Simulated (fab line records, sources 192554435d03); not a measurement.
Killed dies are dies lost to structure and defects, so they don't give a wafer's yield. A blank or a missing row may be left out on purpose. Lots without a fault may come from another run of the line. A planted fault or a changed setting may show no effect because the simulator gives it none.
A struck lot beside a sound one | flow n5_finfet | 16 steps out of a route of 1938
Sound: wafers L781.1, L781.3, L781.4. Struck: wafer L779.3. (L779.2, L779.6 of the same lot were not struck and are left out.) The cause comes at the end.
At each step with rows: each side's tool, then ch and its chambers, then its first start. Under that, the readings that differ: sound wafers | struck wafers | difference of the means | sigmas: that difference in standard deviations of wafers without a fault.
alike: readings whose means differ by less than 2 such deviations, and words and numbers that are the same on both sides. not compared: withheld readings, readings that some wafer has no value for, bounds like >300 that may hide the same value, and numbers for which the record gives no deviation and whose values overlap.
The two part at a step that has a row with sigmas, a row that says differs or no value, or rows on one side only. Numbers that don't overlap but have no deviation are shown without sigmas and don't part them. A reading that every wafer of one side lacks parts them only if that side has two wafers or more.

first, 7 steps without rows for these wafers: N5_BEOL_M1_COAT_76 (time 60 s, resist thk 5 nm); N5_BEOL_M1_COAT_22 (resist thk 30 nm); N5_BEOL_M1_EBR_24; N5_BEOL_M1_SOFTBAKE_23 (time 60 s); N5_BEOL_M1_EXPOSE_25 (exposes mask V0, defocus 5 nm, target cd 24 nm); N5_BEOL_M1_PEB_26 (peb time 60 s); N5_BEOL_M1_DEVELOP_27 (develop time 30 s).
N5_BEOL_M1_CD_MEAS_28: target cd y 23.3 nm.
  sound on cd_sem-01 ch 0, day 9 08:13; struck on cd_sem-03 ch 0, day 8 13:35
  alike: cd_nm
N5_BEOL_M1_OVL_MEAS_29:
  sound on overlay-02 ch 0, day 9 08:14; struck on overlay-01 ch 0, day 8 13:37
  reading     | sound          | struck | difference | sigmas
  V0_OVL (nm) | -0.4 -1.6 -0.5 | 0.9    | +1.7       | +2
N5_BEOL_M1_INSPECT_30: inspects for defects (brightfield).
  sound on defect_inspect-02, day 9 08:18; struck on defect_inspect-02, day 8 13:40
  alike: raw_defect_count
N5_BEOL_M1_DESCUM_33: chemistry O2, time 7 s.
  sound on rie_diel-01 ch 0,1,3, day 9 08:20; struck on rie_diel-06 ch 1, day 8 14:14
  reading                | sound          | struck | difference | sigmas
  oes_product_au (a.u.)  | 0.71 0.72 0.87 | 0.94   | +0.17      | +2
  rf_hours_counter_h (h) | 179 196 47     | 11     | -130       |
  alike: drypump_motor_current_A, rf_vpp_V, showerhead_plenum_p_Torr, throttle_valve_pct
N5_BEOL_M1_ETCH_77: etches underlayer in N2/H2, target depth 6.5 nm, time 5.2 s.
  sound on rie_diel-01 ch 0,1,3, day 9 08:22; struck on rie_diel-06 ch 1, day 8 14:16
  reading                | sound          | struck | difference | sigmas
  oes_product_au (a.u.)  | 0.59 0.62 0.73 | 0.81   | +0.16      | +2
  rf_hours_counter_h (h) | 179 196 47     | 11     | -130       |
  alike: drypump_motor_current_A, etch_rf_on_time_s, rf_vpp_V, showerhead_plenum_p_Torr, throttle_valve_pct
N5_BEOL_M1_ETCH_69: etches SiARC in CF4, target depth 15.6 nm, time 26 s.
  sound on rie_diel-01 ch 0,1,3, day 9 08:23; struck on rie_diel-06 ch 1, day 8 14:17
  reading                | sound          | struck | difference | sigmas
  etch_rf_on_time_s (s)  | 27.2 25.9 26.2 | 15.3   | -11.1      | -15
  oes_product_au (a.u.)  | 0.60 0.62 0.74 | 1.11   | +0.46      | +6
  rf_hours_counter_h (h) | 179 196 47     | 11     | -130       |
  alike: drypump_motor_current_A, rf_vpp_V, showerhead_plenum_p_Torr, throttle_valve_pct
N5_BEOL_M1_ALD_98: deposits SiO2, target thk 2.5 nm, pulse time 1 s, co reactant pulse time 1 s.
  sound on ald_sin-04 ch 1,2,3, day 9 08:34; struck on ald_sin-04 ch 3, day 8 14:22
  alike: heater_power_w, precursor_pulse_height_rel
-- the record jumps here: 3 days lie between the struck wafers' starts before and after (it left off in module BEOL_M1 and takes up again in module BEOL_M4, whose first step shown is number 1111 of the route) --
N5_BEOL_M4_RC_MEAS_101:
  sound on prober-01 ch 0, day 11 17:31; struck on prober-02 ch 0, day 11 17:26
  reading       | sound          | struck | difference | sigmas
  SS_P (mV/dec) | 73.1 72.9 73.7 | 74.7   | +1.5       | +2
  alike: DIBL_N, DIBL_P, IOFF_N, IOFF_P, ION_N, ION_P, SS_N, VT_N, VT_P
-- the record jumps here: 6 days lie between the struck wafers' starts before and after (it left off in module BEOL_M4 and takes up again in module PASSIVATION, whose first step shown is number 1936 of the route) --
N5_PASSIVATION_PROBE_49:
  sound on prober-02, day 16 17:03; struck on prober-01, day 17 05:42
  alike: defect_limited_yield, killed_at_M0_to_M3, killed_at_M4_up, killed_at_contacts, killed_at_front_end, killed_at_other, killed_dies, killed_open, killed_short, sort_bin_4_leakage, sort_bin_5_function, sort_bin_6_memory, sort_n_pass, sort_yield_pct

WHERE THEY PART
First at N5_BEOL_M1_OVL_MEAS_29; last, within this record, at N5_BEOL_M4_RC_MEAS_101. Later steps at which nothing parts them and some readings are alike: N5_PASSIVATION_PROBE_49.

WHY: what the simulator had put in
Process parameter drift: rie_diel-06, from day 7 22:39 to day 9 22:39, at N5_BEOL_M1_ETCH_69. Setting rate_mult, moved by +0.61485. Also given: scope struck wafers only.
